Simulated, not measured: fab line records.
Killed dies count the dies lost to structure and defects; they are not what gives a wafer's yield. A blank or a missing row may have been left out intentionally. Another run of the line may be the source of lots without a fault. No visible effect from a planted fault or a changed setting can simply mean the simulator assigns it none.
One fault through the eyes of 3 desks || flow n5_finfet || numbers are kept per desk, each desk with only its own; the story behind them comes last

THE TOOL OWNER'S DESK: rie_diel-01
The tool's own readings at N5_BEOL_M14_ETCH_59 (etches BARC in N2/H2, target depth 89 nm, overetch 26.7 nm, time 67.9 s): means of the sampled wafers that have a number, for each lot that ran on this tool. Marked OUT: a lot whose mean sits more than 4 standard deviations from the usual mean, which makes it out of limits; the brackets give that distance.
Columns: A = drypump_motor_current_A at N5_BEOL_M14_ETCH_59, usual 5.6 A; B = h2_flow_sccm at N5_BEOL_M14_ETCH_59, usual 200.0 sccm; C = oes_product_au at N5_BEOL_M14_ETCH_59, usual 0.69 a.u.; D = rf_vpp_V at N5_BEOL_M14_ETCH_59, usual 523.8 V; E = showerhead_plenum_p_Torr at N5_BEOL_M14_ETCH_59, usual 2.54 Torr; F = throttle_valve_pct at N5_BEOL_M14_ETCH_59, usual 17.85 %
{"lot": "L888", "first seen here": "day 11 19:18", "A": 5.2, "B": 200.0, "C": 0.74, "D": 524.4, "E": 2.56, "F": 17.95}
{"lot": "L886", "first seen here": "day 11 20:34", "A": 5.4, "B": 200.1, "C": 0.69, "D": 523.2, "E": 2.53, "F": 17.73}
{"lot": "L891", "first seen here": "day 12 19:26", "A": 5.0, "B": 200.1, "C": 0.68, "D": 522.5, "E": 2.48, "F": 17.70}
{"lot": "L892", "first seen here": "day 12 22:01", "A": 5.2, "B": 198.8, "C": 0.66, "D": 524.2, "E": 2.54, "F": 17.86}
{"lot": "L893", "first seen here": "day 13 00:19", "A": 5.3, "B": 200.2, "C": 0.68, "D": 522.4, "E": 2.53, "F": 17.71}
{"lot": "L894", "first seen here": "day 13 11:25", "A": 5.3, "B": 200.2, "C": 0.69, "D": 523.0, "E": 2.53, "F": 17.71}
{"lot": "L906", "first seen here": "day 17 02:22", "A": 5.4, "B": 200.3, "C": 0.69, "D": 523.8, "E": 2.54, "F": 17.90}
Result from this desk: across the 7 lots, nothing is out of limits.

THE DEFECT DESK
Inspection counts along the route, by lot: the mean over sampled wafers that carry a number. Marked OUT: a lot whose mean sits more than 4 standard deviations from the usual mean, which makes it out of limits; the brackets give that distance.
Columns: A = raw_defect_count at N5_BEOL_M13_INSPECT_55, usual 64; B = raw_defect_count at N5_BEOL_M14_INSPECT_12, usual 2.1
{"lot": "L888", "first seen here": "day 11 18:31", "A": 98, "B": 2.3}
{"lot": "L886", "first seen here": "day 11 19:28", "A": 55, "B": 0.7}
{"lot": "L891", "first seen here": "day 12 18:47", "A": 47, "B": 2.3}
{"lot": "L892", "first seen here": "day 12 21:21", "A": 64, "B": 2.5}
{"lot": "L893", "first seen here": "day 12 23:38", "A": 54, "B": 3.0}
{"lot": "L894", "first seen here": "day 13 10:35", "A": 56, "B": 2.0}
{"lot": "L898", "first seen here": "day 14 04:52", "A": 35, "B": 3.3}
{"lot": "L902", "first seen here": "day 15 15:08", "A": 56, "B": 0.7}
{"lot": "L903", "first seen here": "day 15 20:28", "A": 82, "B": 3.0}
{"lot": "L907", "first seen here": "day 16 11:47", "A": 69, "B": 1.7}
{"lot": "L906", "first seen here": "day 17 01:10", "A": 41, "B": 2.0}
Result from this desk: across the 11 lots, nothing is out of limits.

AT THE METROLOGY DESK
Lot by lot, what the gauges showed, no matter which tool ran the lot: averages of those sampled wafers that carry a number. Marked OUT: a lot whose mean sits more than 4 standard deviations from the usual mean, which makes it out of limits; the brackets give that distance.
Columns: A = cd_nm at N5_BEOL_M14_CD_MEAS_17, usual 251.1 nm
{"lot": "L888", "first seen here": "day 11 19:42", "A": 250.4}
{"lot": "L886", "first seen here": "day 11 20:58", "A": 249.5}
{"lot": "L891", "first seen here": "day 12 19:51", "A": 253.3}
{"lot": "L892", "first seen here": "day 12 22:25", "A": "244.8 (-4.5) OUT"}
{"lot": "L893", "first seen here": "day 13 00:43", "A": 247.8}
{"lot": "L894", "first seen here": "day 13 11:49", "A": 248.1}
{"lot": "L898", "first seen here": "day 14 05:56", "A": 253.0}
{"lot": "L902", "first seen here": "day 15 16:24", "A": 250.6}
{"lot": "L903", "first seen here": "day 15 21:38", "A": 248.9}
{"lot": "L907", "first seen here": "day 16 12:58", "A": 250.2}
{"lot": "L906", "first seen here": "day 17 02:46", "A": 251.5}
This desk finds L892 out of limits, L892 being first, at day 12 22:25 (cd_nm at N5_BEOL_M14_CD_MEAS_17). L888, L886, L891, L893, L894, L898, L902, L903, L907, L906 stayed within limits.

PUT TOGETHER
Metrology desk: alarm possible at day 12 22:25 on L892.
Nothing out of limits was seen by the tool owner's desk.
The defect desk saw nothing out of limits.
Tool owner's desk: L892 on record, inside its limits.
The defect desk has L892 on record, within its limits.
All the named lots went through N5_BEOL_M14_ETCH_59 on rie_diel-01.

WHAT WAS PUT IN BY THE SIMULATOR
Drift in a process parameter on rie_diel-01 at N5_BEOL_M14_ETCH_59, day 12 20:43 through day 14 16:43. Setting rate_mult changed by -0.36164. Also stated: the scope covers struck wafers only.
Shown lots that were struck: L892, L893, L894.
Time in hours between the start of the fault and the first out-of-limits reading at each desk: metrology desk, 2.
